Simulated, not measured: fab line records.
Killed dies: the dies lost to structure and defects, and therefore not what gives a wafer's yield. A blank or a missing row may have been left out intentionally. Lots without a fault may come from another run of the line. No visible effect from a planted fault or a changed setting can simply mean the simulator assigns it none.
A lot that was struck, set against a sound lot	flow n5 finfet	32 out of 1938 route steps
Sound: the wafers L718.1, L718.3, L718.4. Wafers L708.1, L708.2, L708.4 were the ones struck. The cause is given at the end.
At each step with rows: each side's tool, then ch and its chambers, then its first start. Under that, the readings that differ: sound wafers	struck wafers	difference of the means	sigmas: that difference in standard deviations of wafers without a fault.
alike: readings with means less than 2 such deviations apart, plus words and numbers identical on both sides. not compared: withheld readings, readings lacking a value on some wafer, bounds such as >300 that could conceal the same value, and numbers that have no deviation in the record and whose values overlap.
A row with sigmas, a row that says differs or no value, or rows on one side alone: a step with any of these is where the two part. Non-overlapping numbers with no deviation appear without sigmas and do not part them. A reading missing from all wafers of one side parts the sides only when that side holds two or more wafers.

first, 10 steps without rows for these wafers: N5_SD_EPI_P_PRECLEAN_51 (cleans in NF3:NH3, afs cycles 1, time 20 s, sublimation time 60 s); N5_SD_EPI_P_VAPOR_ETCH_44 (etches SiGe30 in NF3/Ar, time 3.3 s); N5_SD_EPI_P_EPI_21 (deposits SiGe:B, time 355 s); N5_SD_EPI_P_HM_STRIP_48 (strips SiNx in H3PO4, material SiNx, target depth 3 nm); N5_SD_EPI_P_SRD_49 (time 30 s); N5_SD_EPI_P_PRECLEAN_24 (cleans in O3/DIW, time 45 s); N5_SD_EPI_P_PRECLEAN_32 (cleans in dHF, time 10 s); N5_SD_EPI_P_PRECLEAN_33 (cleans in SC2, time 45 s); N5_SD_EPI_P_SRD_25 (time 30 s); N5_SD_ACTIVATION_RTA_00 (time 0 s).
N5_SD_ACTIVATION_LSA_01: time 0.0008 s.
  sound on laser anneal-02 ch 0, day 9 04:44; struck on laser anneal-01 ch 0, day 6 17:08
reading	sound	struck	difference	sigmas
wafer_temp_C_max	1086.3 1087.2 1086.7	1023.6 1024.5 1023.2	-63.0	-57
N5_SD_ACTIVATION_RS_MEAS_03: the measuring method here is four-point-probe.
  sound: film metro-01 at day 9 04:56; struck: film metro-01 at day 6 17:22
reading	sound	struck	difference	sigmas
RS_SD_N (ohm/sq)	22.05 22.25 22.39	27.86 28.01 28.36	+5.85	+22
  alike: RS_SD_P
then, 19 steps without rows for these wafers: N5_ILD0_LINER_00 (material SiNx, target thk 4 nm, pulse time 1 s, purge time 2 s); N5_ILD0_FCVD_FILL_01 (material SiO2 flowable, target thk 200 nm, time 328.3 s); N5_ILD0_CURE_02 (time 1800 s); N5_ILD0_CMP_03 (polishes, stops on SiNx, t overpolish 1.9 s, target thk 197.38 nm); N5_ILD0_CMP_07 (polishes SiO2 flowable, stops on poly-Si, t overpolish 1.18 s, target thk 138.88 nm); N5_ILD0_PRECLEAN_10 (cleans in NF3:NH3, afs cycles 5, time 20 s, sublimation time 60 s); N5_ILD0_ALD_15 (deposits SiNx, target thk 24 nm, pulse time 1 s, ald cycles 480); N5_ILD0_CMP_12 (polishes SiNx, stops on poly-Si, t overpolish 6 s, target thk 17.67 nm); N5_SDB_HM_DEP_00 (deposits SiNx from SiH4/NH3/N2, target thk 40 nm, time 35.3 s); N5_SDB_COAT_03 (time 60 s, resist thk 100 nm); N5_SDB_COAT_04 (time 60 s, resist thk 18 nm); N5_SDB_COAT_05 (resist thk 90 nm); N5_SDB_EBR_07; N5_SDB_SOFTBAKE_06 (time 60 s); N5_SDB_EXPOSE_08 (exposes mask SDB); N5_SDB_PEB_09 (peb time 60 s); N5_SDB_DEVELOP_10 (develop time 30 s); N5_SDB_DESCUM_16 (chemistry O2, time 7.9 s); N5_SDB_ETCH_17 (etches SiARC in CF4, target depth 23.4 nm, time 39 s).
-- the record jumps here: 5 days lie between the struck wafers' starts before and after (it left off in module SDB and takes up again in module BEOL_M4, whose first step shown is number 1111 of the route) --
N5_BEOL_M4_RC_MEAS_101:
  sound on prober-01 ch 0, day 14 10:28; struck on prober-01 ch 0, day 11 16:17
reading	sound	struck	difference	sigmas
RC_DENSE_N (ohm.um)	19.0 18.8 18.8	23.8 23.3 24.0	+4.8	+13
RC_N (ohm.um)	15.66 15.39 15.33	19.21 19.08 19.61	+3.84	+14
REXT_N (ohm.um)	74.1 74.5 73.7	85.4 86.4 87.0	+12.2	+9
RS_SD_N (ohm/sq)	28.8 29.3 28.8	34.8 35.1 35.4	+6.1	+18
  alike: DIBL_N, DIBL_P, IOFF_N, IOFF_P, ION_N, ION_P, SS_N, SS_P, VT_N, VT_P

== WHERE THEY PART ==
Last at N5_BEOL_M4_RC_MEAS_101 as far as this record goes, first at N5_SD_ACTIVATION_LSA_01.

WHY: whatever the simulator had introduced
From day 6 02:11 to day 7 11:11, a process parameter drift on laser anneal-01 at N5_SD_ACTIVATION_LSA_01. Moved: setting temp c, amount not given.
